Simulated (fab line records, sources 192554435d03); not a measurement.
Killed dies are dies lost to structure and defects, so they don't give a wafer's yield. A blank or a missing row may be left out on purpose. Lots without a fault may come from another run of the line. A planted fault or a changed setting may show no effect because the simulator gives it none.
Which tool did it? | flow n5_finfet | 12 lots, 36 wafers sampled, at 1 step of a route of 1938

WHAT THE GAUGES READ, wafer by wafer
N5_BEOL_M12_OVL_MEAS_11.
lot  | measured     | on         | V11_OVL (nm)
L075 | day 10 13:52 | overlay-02 | -3 11 16
L077 | day 11 13:28 | overlay-01 | 1 -2 -2
L079 | day 12 01:44 | overlay-01 | 1 -2 -6
L081 | day 12 18:47 | overlay-02 | -9 -1 -4
L083 | day 13 01:44 | overlay-02 | -4 -1 -11
L085 | day 13 04:53 | overlay-02 | 10 9 6
L087 | day 13 23:54 | overlay-02 | 6 10 9
L089 | day 14 15:16 | overlay-02 | -13 -9 -14
L090 | day 15 02:01 | overlay-02 | -2 4 3
L095 | day 15 18:41 | overlay-02 | -3 -2 -1
L093 | day 15 19:56 | overlay-01 | 2 7 6
L096 | day 16 03:16 | overlay-01 | 5 0 6

WHICH TOOL RAN EACH LOT (tool, then ch and the chambers of the sampled wafers, then the start)
The record holds no process step before these readings.

THE ANSWER, worked out from the rows above alone
Rule: what is usual is taken from the lots themselves. Put in order of their means at a reading, lots are off if they are a third of the lots or fewer, leave a main group of 4 or more, and stand apart from it by a gap of 3 or more times the standard deviation of the main group's means; of several such gaps the widest counts. A main group whose means are all the same, to the digits that the tables above print for the reading, isn't used. A lot without any number at a reading at which 4 lots or more have one is off too. The other lots that the step has rows for count as sound.
No lot is off at any reading shown: from this, nothing can be told.

WHAT THE SIMULATOR HAD PUT IN
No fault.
